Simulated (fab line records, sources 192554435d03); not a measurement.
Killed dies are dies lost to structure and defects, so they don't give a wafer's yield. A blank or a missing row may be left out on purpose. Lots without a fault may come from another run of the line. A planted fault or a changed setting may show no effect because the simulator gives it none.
Which tool did it? | flow n5_finfet | 10 lots, 30 wafers sampled, at 2 steps of a route of 1938

WHAT THE GAUGES READ, wafer by wafer
N5_BEOL_M15_INSPECT_30: inspects for defects (macro).
lot  | measured     | on                | raw_defect_count
L783 | day 11 07:56 | defect_inspect-01 | 1 2 4
L785 | day 12 06:29 | defect_inspect-01 | 0 2 4
L786 | day 13 00:13 | defect_inspect-02 | 3 1 2
L791 | day 13 17:20 | defect_inspect-01 | >300 >300 >300
L796 | day 14 13:38 | defect_inspect-01 | >300 >300 >300
L799 | day 15 13:04 | defect_inspect-02 | 3 2 2
L800 | day 15 13:07 | defect_inspect-01 | 4 1 1
L798 | day 15 18:34 | defect_inspect-02 | 5 2 1
L803 | day 16 08:10 | defect_inspect-02 | 3 1 3
L804 | day 17 02:35 | defect_inspect-01 | 1 4 1

WHICH TOOL RAN EACH LOT (tool, then ch and the chambers of the sampled wafers, then the start)
lot  | N5_BEOL_M15_STRIP_64
L783 | rie_diel-04 ch 0,1,3, day 11 06:00
L785 | rie_diel-02 ch 0,3, day 12 05:00
L786 | rie_diel-02 ch 0,1,3, day 12 23:00
L791 | rie_diel-02 ch 0,2,3, day 13 16:00
L796 | rie_diel-02 ch 0,1, day 14 12:00
L799 | rie_diel-01 ch 0,2,3, day 15 11:00
L800 | rie_diel-01 ch 0,2,3, day 15 11:00
L798 | rie_diel-04 ch 1,2,3, day 15 17:00
L803 | rie_diel-01 ch 1,2, day 16 06:00
L804 | rie_diel-04 ch 2,3, day 17 01:00
- N5_BEOL_M15_STRIP_64: strips in O2.

WHAT THE TOOLS THEMSELVES READ (means of the sampled wafers that have a number; where no wafer has one, the mark that the record gives instead)
N5_BEOL_M15_STRIP_64.
lot  | tool        | drypump_motor_current_A (A) | oes_product_au (a.u.) | rf_vpp_V (V) | showerhead_plenum_p_Torr (Torr) | throttle_valve_pct (%)
L783 | rie_diel-04 | 5.5                         | 0.85                  | 3.4          | 2.06                            | 16.60
L785 | rie_diel-02 | 5.9                         | 0.89                  | 3.7          | 2.10                            | 16.25
L786 | rie_diel-02 | 5.7                         | 0.82                  | 3.8          | 2.11                            | 16.52
L791 | rie_diel-02 | 5.5                         | 0.80                  | 3.8          | 2.08                            | 16.47
L796 | rie_diel-02 | 6.2                         | 0.84                  | 4.1          | 2.13                            | 16.34
L799 | rie_diel-01 | 5.5                         | 0.71                  | 3.8          | 2.14                            | 16.79
L800 | rie_diel-01 | 5.5                         | 0.70                  | 3.2          | 2.14                            | 16.81
L798 | rie_diel-04 | 5.2                         | 0.87                  | 3.7          | 2.18                            | 16.48
L803 | rie_diel-01 | 5.6                         | 0.73                  | 3.7          | 2.06                            | 16.71
L804 | rie_diel-04 | 5.1                         | 0.85                  | 4.0          | 2.21                            | 16.59

THE ANSWER, worked out from the rows above alone
Rule: what is usual is taken from the lots themselves. Put in order of their means at a reading, lots are off if they are a third of the lots or fewer, leave a main group of 4 or more, and stand apart from it by a gap of 3 or more times the standard deviation of the main group's means; of several such gaps the widest counts. A main group whose means are all the same, to the digits that the tables above print for the reading, isn't used. A lot without any number at a reading at which 4 lots or more have one is off too. The other lots that the step has rows for count as sound. The gauges are gone through in route order, then the tools' own readings, and for those a lot's mean is taken as printed above. The first step at which some lot is off is used, and at that step the reading that is off furthest; a lot without a number counts as furthest.
Off: L791, L796, at N5_BEOL_M15_INSPECT_30 (raw_defect_count). Without a number there: L791, L796. The main group: mean 2.2, standard deviation 0.23.
A tool fits if, at a process step before that reading, it ran every lot that is off, and no sound lot after the first of them. The gauges at N5_BEOL_M15_INSPECT_30 are tried like those tools. One fits: rie_diel-02 at N5_BEOL_M15_STRIP_64. Its last sound lot is L786 (day 12 23:00), its first lot that is off L791 (day 13 16:00): a fault that began between those two fits.

WHAT THE SIMULATOR HAD PUT IN
Chamber particle source: rie_diel-02, from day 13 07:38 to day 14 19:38, at N5_BEOL_M15_STRIP_64. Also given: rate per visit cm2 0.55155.
Lots struck among those shown: L791, L796. The rule above found the same.
